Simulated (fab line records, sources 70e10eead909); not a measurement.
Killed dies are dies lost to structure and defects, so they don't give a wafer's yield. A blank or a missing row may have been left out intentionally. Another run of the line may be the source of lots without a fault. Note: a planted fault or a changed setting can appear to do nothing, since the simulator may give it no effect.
fab line records	flow nand_harc
record: lots: 12	wafers: 34	last_day: 25
route steps=1159 shown A_STAIRCASE@586 END@1159
lots that met no fault: taken from a fault-free run of the same line
start_h: start of the lot's first displayed wafer, in hours after the record's first day	wait_h: hours since the lot's step before	" unchanged from the row above	L1.1+2: a row that stands for several wafers	- no value, or no start given	* or withheld: withheld	< > ~ a bound
route shown NAME@n: names a module that has steps shown in the file, with the first one's number in the route	usual: average and standard deviation across the fault-free wafers	same: alike in all rows	chamber/n: place in a boat	sites: per-site readings	_std_site: standard deviation of those values	_edge_site: inner sites' mean taken away from outer sites' mean	radius_mm: for every site, how far away it sits from the centre of the wafer	mask NAME#n: copy n	behind: the last tool/chamber to shape the wafer	hold: why the lot went on hold/how many hours it stayed there/how the hold came to an end	device: which transistor (n, p or np) failed to switch	end of line: the tests these same wafers got at the end of their route	where a step has no rows: the recipe by itself	killed: dies that structure and defects cost at the first sort, which is not the same as the wafer's yield	map: a wafer's dies, marking killed ones x, the rest . and places with no die _
set.NAME: the setting that was run; set.NAME@STEP: the one run at that earlier step	model.NAME: the simulator's own value behind a step, which no gauge read
steps of the route over a sample of lots; a table a step, a row a wafer
services: the hour from which a tool's chamber was out of use, counted from the record's first day as start_h (under 0 if before that day), plus the number of hours and why
== steps ==
step: NHARC_A_STAIRCASE_ETCH_192
recipe: target_depth_a: 1000	time_s: 40.5	ion_energy_ev: 400	c4f8_flow_sccm: 20	o2_flow_sccm: 10	ar_flow_sccm: withheld	rf_w: 600	bias_w: 1000	chemistry: C4F8/O2
usual: oes_product_au: 0.947/0.018	rf_vpp_V: 897/5.2	run_length_s: 61.7/0.53
lot.wafer	tool	chamber	start_h	wait_h	oes_product_au	rf_hours_counter_h	rf_vpp_V	run_length_s
L864.4	rie_diel-08	2	245.51	-	0.931	42	898	61.2
L864.3	"	3	"	"	0.969	39	890	61.6
L864.6	"	2	"	"	0.929	-	897	61.3
L865.3	rie_diel-03	0	245.68	-	0.967	6	900	61.4
L865.6	"	2	"	"	0.958	-	900	61.9
L865.5	"	3	"	"	0.949	-	895	61.8
L867.3	rie_diel-08	2	248.29	-	0.948	43	899	61.2
L867.4	"	3	"	"	0.965	40	892	61.6
L867.2	"	1	"	"	0.962	45	892	61.3
L868.2	rie_diel-08	1	258.82	-	0.936	50	893	61.2
L868.4	"	3	"	"	0.951	45	890	61.7
L868.5	"	1	"	"	0.943	-	893	61.6
L869.1	rie_diel-01	3	260.07	-	0.929	35	900	61.6
L869.5	"	1	"	"	0.929	-	906	61.4
L869.6	"	2	"	"	0.926	-	904	62.5
L875.4	rie_diel-01	2	317.78	-	0.928	60	904	50.3
L875.1	"	3	"	"	0.935	54	900	48.7
L876.1	rie_diel-01	3	321.26	-	0.944	56	902	48.7
L876.3	"	0	"	"	0.951	59	887	61.1
L876.5	"	0	"	"	0.948	-	886	60.7
L880.1	rie_diel-01	1	336.30	-	0.955	1	904	48.8
L880.6	"	2	"	"	0.929	-	903	62.4
L881.3	rie_diel-08	1	341.34	-	0.947	13	892	61.9
L881.4	"	2	"	"	0.948	13	897	61.5
L881.2	"	3	"	"	0.965	12	890	61.7
L884.3	rie_diel-03	0	352.50	-	0.945	46	897	61.5
L884.2	"	2	"	"	0.938	44	898	62.3
L884.1	"	3	"	"	0.941	45	895	61.9
L886.2	rie_diel-08	3	362.43	-	0.956	21	890	61.6
L886.3	"	0	"	"	0.953	20	896	62.4
L886.4	"	1	"	"	0.945	21	894	61.4
L887.2	rie_diel-08	2	385.75	-	0.963	29	897	61.4
L887.3	"	0	"	"	0.948	26	895	62.5
L887.6	"	2	"	"	0.961	-	897	61.7
step: NHARC_A_STAIRCASE_TRIM_193
recipe: time_s: 211.2	o2_flow_sccm: 500	ar_flow_sccm: 0	bias_w: 0	chemistry: O2
usual: drypump_motor_current_A: 5.9/0.44	o2_flow_sccm: 499.9/1.6	oes_product_au: 1.005/0.015	rf_vpp_V: 58.0/0.95	showerhead_plenum_p_Torr: 3.56/0.14	throttle_valve_pct: 17.036/0.0095
lot.wafer	tool	chamber	start_h	wait_h	drypump_motor_current_A	o2_flow_sccm	oes_product_au	rf_hours_counter_h	rf_vpp_V	showerhead_plenum_p_Torr	throttle_valve_pct
L864.4	rie_diel-08	1	-	-	6.1	502.0	1.009	44	57.1	3.43	17.044
L864.3	"	2	"	"	6.2	498.6	1.006	42	59.3	3.59	17.046
L864.6	"	0	"	"	6.2	499.1	1.017	-	56.7	3.54	17.027
L865.3	rie_diel-03	0	-	-	5.7	500.1	1.007	7	57.4	3.61	17.046
L865.5	"	3	"	"	5.6	498.7	0.995	-	58.0	3.50	17.025
L865.6	"	0	"	"	5.7	501.1	1.017	-	59.4	3.61	17.055
L867.2	rie_diel-08	2	-	-	6.3	497.8	1.003	43	56.3	3.59	17.037
L867.3	"	0	"	"	6.2	499.1	1.021	42	58.8	3.54	17.025
L867.4	"	1	"	"	6.0	499.7	1.012	45	56.5	3.43	17.039
L868.2	rie_diel-08	1	-	-	6.0	501.4	1.007	50	57.9	3.43	17.041
L868.4	"	2	"	"	6.2	498.1	0.991	48	58.4	3.59	17.025
L868.5	"	2	"	"	6.3	497.9	1.004	-	58.0	3.59	17.013
L869.1	rie_diel-01	2	-	-	6.4	498.3	0.993	40	58.8	3.73	17.058
L869.6	"	3	"	"	5.1	500.6	0.991	-	57.1	3.68	17.036
L869.5	"	0	"	"	5.8	497.3	1.007	-	57.8	3.27	17.027
L875.1	rie_diel-01	3	-	-	5.1	499.3	1.002	54	58.0	3.67	17.024
L875.4	"	0	"	"	5.9	499.2	0.993	58	58.1	3.26	17.028
L876.3	rie_diel-01	0	-	-	5.9	499.2	0.999	60	56.2	3.26	17.030
L876.1	"	1	"	"	5.2	499.1	0.988	61	57.9	3.77	17.043
L876.5	"	2	"	"	6.3	500.3	0.987	-	57.9	3.72	17.033
L880.1	rie_diel-01	0	-	-	5.8	502.2	0.991	1	58.2	3.81	17.040
L880.6	"	1	"	"	5.2	499.6	0.994	-	59.1	3.77	17.036
L881.4	rie_diel-08	1	-	-	6.1	503.0	0.995	13	56.9	3.42	17.043
L881.3	"	2	"	"	6.2	504.7	1.007	13	57.4	3.58	17.030
L881.2	"	3	"	"	6.5	497.5	1.030	12	57.8	3.36	17.034
L884.2	rie_diel-03	1	-	-	5.7	500.3	1.001	45	58.7	3.42	17.047
L884.1	"	3	"	"	5.6	499.2	0.996	45	57.8	3.48	17.031
L884.3	"	0	"	"	5.7	501.3	1.002	46	59.8	3.59	17.020
L886.4	rie_diel-08	0	-	-	6.2	502.0	1.021	21	57.9	3.52	17.045
L886.2	"	2	"	"	6.2	498.9	1.017	22	58.9	3.57	17.034
L886.3	"	3	"	"	6.5	498.8	1.034	21	58.7	3.36	17.027
L887.2	rie_diel-08	3	-	-	6.5	502.0	1.035	27	57.6	3.35	17.042
L887.3	"	2	"	"	6.2	498.1	1.012	29	57.8	3.57	17.030
L887.6	"	0	"	"	6.2	500.8	1.015	-	59.7	3.51	17.047
step: NHARC_A_STAIRCASE_ETCH_194
recipe: target_depth_a: 1000	time_s: 40.5	ion_energy_ev: 400	c4f8_flow_sccm: 20	o2_flow_sccm: 10	ar_flow_sccm: withheld	rf_w: 600	bias_w: 1000	chemistry: C4F8/O2
usual: oes_product_au: 0.949/0.015	rf_vpp_V: 897/5.2	run_length_s: 61.7/0.52
lot.wafer	tool	chamber	start_h	wait_h	oes_product_au	rf_hours_counter_h	rf_vpp_V	run_length_s
L864.3	rie_diel-08	0	-	-	0.950	41	896	62.5
L864.4	"	2	"	"	0.954	42	897	61.3
L864.6	"	0	"	"	0.954	-	895	62.5
L865.3	rie_diel-03	3	-	-	0.942	6	895	62.0
L865.5	"	0	"	"	0.953	-	901	61.5
L865.6	"	1	"	"	0.952	-	894	61.0
L867.2	rie_diel-08	1	-	-	0.947	45	894	61.4
L867.3	"	3	"	"	0.957	40	890	61.3
L867.4	"	0	"	"	0.968	42	898	62.2
L868.2	rie_diel-08	3	-	-	0.964	45	890	61.6
L868.4	"	2	"	"	0.928	48	898	61.5
L868.5	"	3	"	"	0.955	-	891	61.2
L869.1	rie_diel-01	0	-	-	0.937	40	885	61.1
L869.5	"	3	"	"	0.943	-	902	61.7
L869.6	"	0	"	"	0.934	-	886	60.9
L875.4	rie_diel-01	2	-	-	0.924	60	903	62.5
L875.1	"	3	"	"	0.939	55	903	61.1
L876.3	rie_diel-01	1	-	-	0.936	61	903	61.6
L876.1	"	3	"	"	0.938	56	902	61.3
L876.5	"	1	"	"	0.933	-	905	61.7
L880.1	rie_diel-01	1	-	-	0.950	1	906	61.8
L880.6	"	3	"	"	0.936	-	901	61.4
L881.4	rie_diel-08	0	-	-	0.967	12	894	62.2
L881.3	"	1	"	"	0.934	13	890	61.3
L881.2	"	2	"	"	0.954	13	897	61.2
L884.2	rie_diel-03	1	-	-	0.931	45	893	61.2
L884.3	"	3	"	"	0.931	45	894	61.8
L884.1	"	0	"	"	0.961	46	898	61.5
L886.2	rie_diel-08	1	-	-	0.938	21	891	61.5
L886.4	"	2	"	"	0.959	22	898	61.4
L886.3	"	0	"	"	0.951	21	898	62.4
L887.2	rie_diel-08	2	-	-	0.956	29	896	61.6
L887.3	"	0	"	"	0.957	26	896	62.3
L887.6	"	2	"	"	0.965	-	896	61.3
step: NHARC_A_STAIRCASE_TRIM_198
recipe: time_s: 211.2	o2_flow_sccm: 500	ar_flow_sccm: 0	bias_w: 0	chemistry: O2
usual: drypump_motor_current_A: 6.0/0.47	o2_flow_sccm: 500.0/1.4	oes_product_au: 1.005/0.016	rf_vpp_V: 57.9/0.95	showerhead_plenum_p_Torr: 3.55/0.15	throttle_valve_pct: 17.036/0.0086
lot.wafer	tool	chamber	start_h	wait_h	drypump_motor_current_A	o2_flow_sccm	oes_product_au	rf_hours_counter_h	rf_vpp_V	showerhead_plenum_p_Torr	throttle_valve_pct
L864.4	rie_diel-08	0	-	-	6.2	503.2	1.022	41	57.3	3.54	17.029
L864.3	"	2	"	"	6.3	500.8	0.998	42	58.9	3.59	17.045
L864.6	"	3	"	"	6.5	498.4	1.030	-	59.0	3.38	17.029
L865.3	rie_diel-08	3	-	-	6.5	500.0	1.023	39	57.0	3.38	17.033
L865.6	"	2	"	"	6.3	501.7	1.009	-	59.8	3.59	17.046
L865.5	"	3	"	"	6.5	500.9	1.030	-	57.2	3.38	17.047
L867.3	rie_diel-01	2	-	-	6.4	498.8	0.981	34	59.1	3.73	17.025
L867.2	"	0	"	"	5.8	499.7	0.994	35	56.3	3.28	17.024
L867.4	"	1	"	"	5.2	500.2	0.989	34	56.9	3.79	17.026
L868.2	rie_diel-08	3	-	-	6.5	500.2	1.022	46	58.0	3.38	17.036
L868.4	"	1	"	"	6.0	501.3	1.011	50	59.8	3.43	17.039
L868.5	"	0	"	"	6.2	499.9	1.016	-	56.8	3.54	17.031
L869.1	rie_diel-08	0	-	-	6.2	497.2	1.018	48	58.1	3.54	17.044
L869.5	"	1	"	"	6.0	500.6	1.019	-	56.3	3.43	17.042
L869.6	"	2	"	"	6.3	501.3	0.996	-	57.9	3.59	17.047
L875.4	rie_diel-01	3	-	-	5.0	498.0	1.005	55	57.4	3.67	17.031
L875.1	"	0	"	"	5.8	500.8	0.999	59	56.9	3.26	17.032
L876.3	rie_diel-01	2	-	-	6.3	500.3	0.982	62	59.4	3.72	17.044
L876.1	"	0	"	"	5.9	502.3	0.988	60	57.0	3.26	17.032
L876.5	"	3	"	"	5.1	496.8	0.992	-	60.2	3.67	17.017
L880.1	rie_diel-01	2	-	-	6.3	499.3	0.988	1	59.2	3.71	17.029
L880.6	"	2	"	"	6.4	500.2	0.978	-	57.1	3.71	17.037
L881.4	rie_diel-08	3	-	-	6.5	499.5	1.037	12	58.7	3.36	17.033
L881.2	"	1	"	"	6.1	504.5	0.979	13	56.8	3.42	17.037
L881.3	"	2	"	"	6.3	500.2	1.016	13	58.4	3.58	17.038
L884.3	rie_diel-03	0	-	-	5.7	499.9	1.013	46	58.9	3.59	17.027
L884.2	"	1	"	"	5.6	497.2	0.987	45	58.3	3.42	17.057
L884.1	"	2	"	"	5.5	499.0	1.001	45	56.8	3.60	17.030
L886.2	rie_diel-01	0	-	-	5.9	501.4	1.001	11	58.9	3.80	17.034
L886.3	"	1	"	"	5.2	499.5	1.001	10	58.4	3.77	17.036
L886.4	"	2	"	"	6.4	501.2	0.975	10	57.9	3.71	17.044
L887.3	rie_diel-08	1	-	-	6.0	499.1	0.991	28	55.8	3.41	17.026
L887.2	"	3	"	"	6.5	500.4	1.028	27	57.5	3.35	17.027
L887.6	"	1	"	"	6.0	500.0	0.998	-	58.3	3.41	17.043
step: NHARC_END_SORT_01
recipe: temp_c: 25
usual: killed_at_array: 27/10	killed_at_other: 0.6/0.96	killed_at_periphery: 3.4/2.7	killed_dies: 31/10	killed_open: 2.9/1.8	killed_short: 1.8/1.4
same: gross_dies: 677
lot.wafer	tool	chamber	start_h	wait_h	killed_at_array	killed_at_other	killed_at_periphery	killed_dies	killed_open	killed_short
L876.1	prober-01	0	509.55	2.5	672	3	2	677	3	2
L876.3	prober-01	0	511.16	3.1	12	1	2	15	3	1
L876.5	prober-01	0	512.77	3.7	12	4	4	20	6	2
L875.1	prober-02	0	517.38	2.5	676	0	1	677	0	6
L875.4	prober-02	0	519.80	3.4	677	0	0	677	3	1
L880.1	prober-02	0	531.34	2.5	676	0	1	677	5	3
L880.6	prober-02	0	535.29	3.9	18	1	0	19	4	4
L881.2	prober-02	0	540.97	2.8	22	0	5	27	4	2
L881.3	prober-02	0	541.77	3.1	18	0	3	21	3	4
L881.4	prober-02	0	542.57	3.4	17	0	1	18	5	0
L887.2	prober-02	0	593.26	2.8	36	1	8	45	3	3
L887.3	prober-02	0	594.05	3.1	20	4	10	34	3	1
L887.6	prober-02	0	596.44	4.0	29	2	8	39	3	2
killed by level:class
L876.1 A_STAIRCASE:area_etch=651 A_CHANNEL_HOLE_D1:chamber_film_flake=7 A_ZERO_WELL:chamber_film_flake=4 A_STAIRCASE:chamber_film_flake=3 THIN_TSV:chamber_film_flake=3 A_WL_FILL:chamber_film_flake=2 A_ONON_D1:geometric_particle:short=1 A_CHANNEL_FILL_D1:geometric_particle:open=1
L876.3 A_CHANNEL_HOLE_D1:chamber_film_flake=6 A_ONON_D1:geometric_particle:open=2 A_STAIRCASE:chamber_film_flake=2 P_CONTACT:geometric_particle:open=1 A_CHANNEL_FILL_D1:geometric_particle:short=1 P_STI:chamber_film_flake=1 A_CONTACT:chamber_film_flake=1 THIN_TSV:chamber_film_flake=1
L876.5 A_STAIRCASE:chamber_film_flake=4 THIN_TSV:chamber_film_flake=4 P_CONTACT:geometric_particle:open=3 P_M0:geometric_particle:open=1 A_CHANNEL_FILL_D1:geometric_particle:open=1 A_WL_FILL:geometric_particle:short=1 A_CONTACT:geometric_particle:short=1 A_BLC:geometric_particle:open=1
L875.1 A_STAIRCASE:area_etch=633 A_SLIT:chamber_film_flake=18 A_STAIRCASE:chamber_film_flake=7 A_CHANNEL_HOLE_D1:chamber_film_flake=5 A_CONTACT:chamber_film_flake=5 A_CONTACT:geometric_particle:short=3 A_CHANNEL_FILL_D1:geometric_particle:short=2 A_M0:chamber_film_flake=2
L875.4 A_STAIRCASE:area_etch=639 A_SLIT:chamber_film_flake=15 A_CONTACT:chamber_film_flake=8 A_CHANNEL_HOLE_D1:chamber_film_flake=4 A_STAIRCASE:chamber_film_flake=4 A_ONON_D1:geometric_particle:open=1 A_CHANNEL_FILL_D1:geometric_particle:short=1 A_CHANNEL_FILL_D1:geometric_particle:open=1
L880.1 A_STAIRCASE:area_etch=661 A_CHANNEL_HOLE_D1:chamber_film_flake=5 A_CHANNEL_FILL_D1:geometric_particle:open=2 A_CONTACT:chamber_film_flake=2 P_CONTACT:geometric_particle:short=1 A_ONON_D1:geometric_particle:open=1 A_CHANNEL_FILL_D1:geometric_particle:short=1 A_SGD_CUT:geometric_particle:open=1
L880.6 A_CONTACT:chamber_film_flake=6 A_CHANNEL_HOLE_D1:chamber_film_flake=5 A_CHANNEL_FILL_D1:geometric_particle:open=2 A_SOURCE_PLATE:geometric_particle:short=1 A_SGD_CUT:geometric_particle:short=1 A_M0:geometric_particle:open=1 A_M1:geometric_particle:short=1 A_BONDPAD:geometric_particle:open=1
L881.2 A_CHANNEL_HOLE_D1:chamber_film_flake=8 A_SLIT:chamber_film_flake=5 A_CONTACT:chamber_film_flake=5 P_M0:geometric_particle:open=2 P_GATE:chamber_film_flake=2 P_M1:geometric_particle:short=1 A_SGD_CUT:geometric_particle:open=1 A_WL_FILL:geometric_particle:short=1
L881.3 A_SLIT:chamber_film_flake=5 A_CHANNEL_HOLE_D1:chamber_film_flake=4 A_CHANNEL_HOLE_D1:geometric_particle:short=2 A_CHANNEL_FILL_D1:chamber_film_flake=2 P_GATE:geometric_particle:open=1 P_M1:geometric_particle:open=1 A_ONON_D1:geometric_particle:short=1 A_CHANNEL_FILL_D1:geometric_particle:short=1
L881.4 A_CHANNEL_HOLE_D1:chamber_film_flake=8 A_SLIT:chamber_film_flake=3 P_CONTACT:geometric_particle:open=1 A_CHANNEL_FILL_D1:geometric_particle:open=1 A_CONTACT:geometric_particle:open=1 A_BLC:geometric_particle:open=1 A_M0:geometric_particle:open=1 A_STAIRCASE:chamber_film_flake=1
L887.2 A_SLIT:chamber_film_flake=22 P_CONTACT:chamber_film_flake=7 A_CONTACT:chamber_film_flake=3 A_M0:chamber_film_flake=3 P_M0:geometric_particle:short=1 A_CHANNEL_HOLE_D1:geometric_particle:short=1 A_CHANNEL_FILL_D1:geometric_particle:short=1 A_CHANNEL_FILL_D1:geometric_particle:open=1
L887.3 A_SLIT:chamber_film_flake=15 P_CONTACT:chamber_film_flake=6 THIN_TSV:chamber_film_flake=3 P_CONTACT:geometric_particle:open=1 P_M0:geometric_particle:open=1 A_M0:geometric_particle:open=1 STARTING-WAFER:geometric_particle:short=1 P_GATE:chamber_film_flake=1
L887.6 A_SLIT:chamber_film_flake=17 A_CONTACT:chamber_film_flake=4 P_CONTACT:chamber_film_flake=3 A_M0:chamber_film_flake=3 THIN_TSV:chamber_film_flake=2 P_ZERO_WELL:geometric_particle:short=1 P_CONTACT:geometric_particle:open=1 P_M0:geometric_particle:open=1
== services ==
tool	chamber	start_h	hours	kind
rie_diel-08	0	232.27	-	clean
rie_diel-08	1	232.27	-	clean
rie_diel-08	2	232.27	-	clean
rie_diel-08	3	232.27	-	clean
rie_diel-08	0	256.77	-	clean
rie_diel-08	1	256.77	-	clean
rie_diel-08	2	256.77	-	clean
rie_diel-08	3	256.77	-	clean
rie_diel-01	0	264.34	4.4	repair
rie_diel-08	3	265.31	3.5	repair
rie_diel-08	0	281.27	-	clean
rie_diel-08	1	281.27	-	clean
rie_diel-08	2	281.27	-	clean
rie_diel-08	3	281.27	-	clean
rie_diel-08	-	301.80	9.0	pm
rie_diel-08	0	301.80	9.0	vent_cycle
rie_diel-08	1	301.80	9.0	vent_cycle
rie_diel-08	2	301.80	9.0	vent_cycle
rie_diel-08	3	301.80	9.0	vent_cycle
rie_diel-08	0	310.80	-	clean
rie_diel-08	1	310.80	-	clean
rie_diel-08	2	310.80	-	clean
rie_diel-08	3	310.80	-	clean
rie_diel-01	-	323.45	9.0	pm
== key ==
first_sign: step: NHARC_A_STAIRCASE_ETCH_192	reading: run_length_s	direction: down	sigmas: 24	usual: *	struck: *
effect: step: NHARC_END_SORT_01	reading: killed_dies	direction: up	sigmas: 65	usual: 31	struck: 677
more_kills_born_at: NHARC_A_STAIRCASE_ETCH_192@rie_diel-01: 2584
met_at NHARC_A_STAIRCASE_ETCH_192
struck_lots L875,L876,L880
struck_wafers L875.1,L875.4,L876.1,L880.1
later_rows_left_out L875.1,L875.4,L876.1,L880.1
tester_left_out L875,L876,L880
not_acting_at NHARC_A_STAIRCASE_TRIM_193,NHARC_A_STAIRCASE_ETCH_194,NHARC_A_STAIRCASE_TRIM_198
onset_between 260.07 317.78
fault: kind: process_parameter_drift	tool: rie_diel-01	chamber: -	onset_h: 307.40	steps: NHARC_A_STAIRCASE_ETCH_192	channel: time_s	offset: *	shape: step	end_h: 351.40	scope: struck_wafers_only	acts_in: *	stated: *
tester_left_out: of these lots the tester's yield and bins aren't shown, on N5 and GAA mostly nor the transistor test; their killed dies are dies lost to structure and defects alone, not to doping, threshold or leakage, so they don't give the yield
later_rows_left_out: the simulator's readings of these wafers behind a module that went badly wrong aren't trusted and aren't shown, but for the sort
